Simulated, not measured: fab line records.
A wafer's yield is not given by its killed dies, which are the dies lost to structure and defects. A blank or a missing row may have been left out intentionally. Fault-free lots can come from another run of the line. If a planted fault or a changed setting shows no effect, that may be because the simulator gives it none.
A single fault, viewed from 3 desks :: flow n5Finfet :: each desk has only its own numbers; what lay behind them comes last

AT THE METROLOGY DESK
What the gauges read, lot by lot, whatever tool the lot ran on: means of the sampled wafers that have a number. Marked OUT: a lot whose mean sits more than 4 standard deviations from the usual mean, which makes it out of limits; the brackets give that distance.
Columns: A = trenchDepthNm at N5_BEOL_M8_OCD_MEAS_38, usual 93.3 nm; B = M8_THK at N5_BEOL_M8_THK_MEAS_53, usual 80.7 nm; C = M8_RS at N5_BEOL_M8_RS_MEAS_57, usual 0.285 ohm/sq
lot: L362
first seen here: day 10 13:05
A: 95.0
B: 82.6
C: 0.277

lot: L363
first seen here: day 10 13:19
A: 92.7
B: 79.8
C: 0.287

lot: L369
first seen here: day 12 09:39
A: 93.2
B: 79.9
C: 0.286

lot: L371
first seen here: day 12 10:13
A: 82.5 (-8.3) OUT
B: 69.7 (-6.9) OUT
C: 0.339 (+8.4) OUT

lot: L374
first seen here: day 13 05:42
A: 83.3 (-7.7) OUT
B: 72.0 (-5.4) OUT
C: 0.327 (+6.5) OUT

lot: L372
first seen here: day 13 09:49
A: 83.7 (-7.4) OUT
B: 70.8 (-6.2) OUT
C: 0.329 (+6.9) OUT

lot: L377
first seen here: day 13 15:13
A: 94.0
B: 82.7
C: 0.279

lot: L378
first seen here: day 13 20:28
A: 93.4
B: 82.1
C: 0.281

lot: L382
first seen here: day 15 10:59
A: 93.8
B: 81.8
C: 0.279
This desk's verdict: out of limits on L371, L372, L374, starting with L371 at day 12 10:13 (trenchDepthNm at N5_BEOL_M8_OCD_MEAS_38). In limits: L362, L363, L369, L377, L378, L382.

FOR THE TOOL OWNER'S DESK: rieDiel-01
The tool's own readings at N5_BEOL_M8_TRENCH_ETCH_37 (etches SiCOH lowk in C4F6/O2, target depth 93.478 nm, time 31.2 s): means of the sampled wafers that have a number, for each lot that ran on this tool. Marked OUT: a lot whose mean sits more than 4 standard deviations from the usual mean, which makes it out of limits; the brackets give that distance. Shown are 7 of the 8 readings it has, namely the first that went out of limits plus those furthest out on some lot.
Columns: A = O2_flow_sccm at N5_BEOL_M8_TRENCH_ETCH_37, usual 9.999 sccm; B = drypumpMotorCurrentA at N5_BEOL_M8_TRENCH_ETCH_37, usual 5.7 A; C = oes_f_703_au at N5_BEOL_M8_TRENCH_ETCH_37, usual 0.80 a.u.; D = oesProductAu at N5_BEOL_M8_TRENCH_ETCH_37, usual 0.80 a.u.; E = rfFwdPowerW at N5_BEOL_M8_TRENCH_ETCH_37, usual 340.1 W; F = rfVppV at N5_BEOL_M8_TRENCH_ETCH_37, usual 668 V; G = throttleValvePct at N5_BEOL_M8_TRENCH_ETCH_37, usual 21.00 %
lot: L363
first seen here: day 10 13:08
A: 10.005
B: 5.7
C: 0.72
D: 0.72
E: 339.8
F: 670
G: 21.12

lot: L371
first seen here: day 12 10:03
A: 9.983
B: 5.5
C: 0.51
D: 0.66
E: 255.8 (-56) OUT
F: 768 (+18) OUT
G: 21.18

lot: L374
first seen here: day 13 05:32
A: 9.982
B: 5.4
C: 0.52
D: 0.67
E: 257.9 (-55) OUT
F: 773 (+19) OUT
G: 21.17

lot: L372
first seen here: day 13 09:40
A: 10.002
B: 5.7
C: 0.51
D: 0.67
E: 258.1 (-55) OUT
F: 771 (+19) OUT
G: 21.25
This desk's verdict: out of limits on L371, L372, L374, starting with L371 at day 12 10:03 (rfFwdPowerW at N5_BEOL_M8_TRENCH_ETCH_37). In limits: L363.

THE DEFECT DESK
Per lot, the means of the sampled wafers with a number show what the inspections along the route counted. Marked OUT: a lot whose mean sits more than 4 standard deviations from the usual mean, which makes it out of limits; the brackets give that distance.
Columns: A = rawDefectCount at N5_BEOL_M8_INSPECT_30, usual 381
lot: L362
first seen here: day 10 12:32
A: 296

lot: L363
first seen here: day 10 12:41
A: 322

lot: L369
first seen here: day 12 09:11
A: 291

lot: L371
first seen here: day 12 09:34
A: 374

lot: L374
first seen here: day 13 05:07
A: 296

lot: L372
first seen here: day 13 09:20
A: 431

lot: L377
first seen here: day 13 14:45
A: 366

lot: L378
first seen here: day 13 19:53
A: 367

lot: L382
first seen here: day 15 10:23
A: 417
This desk's verdict: no lot among the 9 shows anything out of limits.

BROUGHT TOGETHER
The tool owner's desk could have raised an alarm at day 12 10:03, on L371, L372, L374.
An alarm was possible from the metrology desk at day 12 10:13, on L371, L372, L374.
The defect desk saw nothing out of limits.
The defect desk has L371, L372, L374 on record, within its limits.
Every lot named ran N5_BEOL_M8_TRENCH_ETCH_37 on rieDiel-01.

WHAT THE SIMULATOR HAD PUT IN
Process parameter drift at N5_BEOL_M8_TRENCH_ETCH_37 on rieDiel-01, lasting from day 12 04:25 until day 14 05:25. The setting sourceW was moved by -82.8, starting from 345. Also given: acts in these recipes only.
Struck lots among those shown: L371, L372, L374.
Time in hours from fault onset to the first out-of-limits reading at each desk: tool owner's desk 6, metrology desk 6.
